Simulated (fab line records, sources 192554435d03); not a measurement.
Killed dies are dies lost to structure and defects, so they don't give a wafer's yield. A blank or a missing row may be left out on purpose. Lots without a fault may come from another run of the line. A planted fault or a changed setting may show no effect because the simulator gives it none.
Chamber matching | flow n5_finfet | N5_HKMG_FIN_STRIP_90 on rie_diel-01: 4 sister chambers
The step strips SOC in N2/H2, time 20 s. 14 wafers are shown with their chamber, then 7 later ones without.

WAFERS WITH THEIR CHAMBER
wafer  | chamber | drypump_motor_current_A (A) | throttle_valve_pct (%) | oes_product_au (a.u.)
L075.3 | 0       | 6.0                         | 19.1                   | 0.71
L075.4 | 3       | 5.7                         | 18.9                   | 0.66
L075.5 | 0       | 6.0                         | 19.1                   | 0.71
L076.2 | 2       | 5.5                         | 18.5                   | 0.72
L076.3 | 0       | 6.0                         | 19.1                   | 0.71
L076.4 | 1       | 5.9                         | 19.1                   | 0.75
L082.1 | 1       | 5.9                         | 19.1                   | 0.73
L082.4 | 1       | 5.9                         | 19.2                   | 0.72
L082.5 | 0       | 6.0                         | 19.2                   | 0.70
L086.1 | 2       | 5.6                         | 18.1                   | 1.00
L086.2 | 1       | 5.9                         | 19.1                   | 0.71
L086.6 | 1       | 5.9                         | 19.2                   | 0.72
L090.1 | 0       | 6.0                         | 19.2                   | 0.69
L090.4 | 1       | 6.0                         | 19.2                   | 0.71

SIGNATURES (means of the wafers above)
reading                 | chamber 0 | chamber 1 | chamber 2 | chamber 3 | scatter within a chamber
drypump_motor_current_A | 6.000     | 5.917     | 5.550     | 5.700     | 0.0365
throttle_valve_pct      | 19.140    | 19.150    | 18.300    | 18.900    | 0.103
oes_product_au          | 0.7040    | 0.7233    | 0.8600    | 0.6600    | 0.0638
Rule: a wafer's distance from a chamber is the root of the sum, over the readings, of the square of ((its reading less the chamber's mean) divided by the reading's scatter). The wafer belongs to the nearest chamber; if the next one is less than 2 further off, it can't be placed. The scatter: the root of (the sum of the squares of (reading less its chamber's mean) over the shown wafers, divided by (wafers less chambers)).

WAFERS WITHOUT THEIR CHAMBER
wafer  | drypump_motor_current_A (A) | throttle_valve_pct (%) | oes_product_au (a.u.)
L090.5 | 6.0                         | 19.2                   | 0.68
L092.1 | 5.8                         | 18.5                   | 0.89
L092.4 | 6.0                         | 19.2                   | 0.68
L092.6 | 5.7                         | 18.5                   | 0.88
L094.3 | 5.6                         | 18.2                   | 0.93
L094.4 | 5.7                         | 18.5                   | 0.87
L094.6 | 6.0                         | 19.2                   | 0.67

WHICH CHAMBER EACH WENT THROUGH
wafer  | from the rows above          | in truth
L090.5 | can't be placed: 0 or 1      | 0
L092.1 | can't be placed: 3 or 2 or 1 | 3
L092.4 | can't be placed: 0 or 1      | 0
L092.6 | can't be placed: 2 or 3      | 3
L094.3 | 2                            | 2
L094.4 | can't be placed: 2 or 3      | 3
L094.6 | can't be placed: 0 or 1      | 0
Placed correctly: 1 of 7. Can't be placed from these rows: 6 (the true chamber is among the candidates in 6). Placed wrongly: 0.
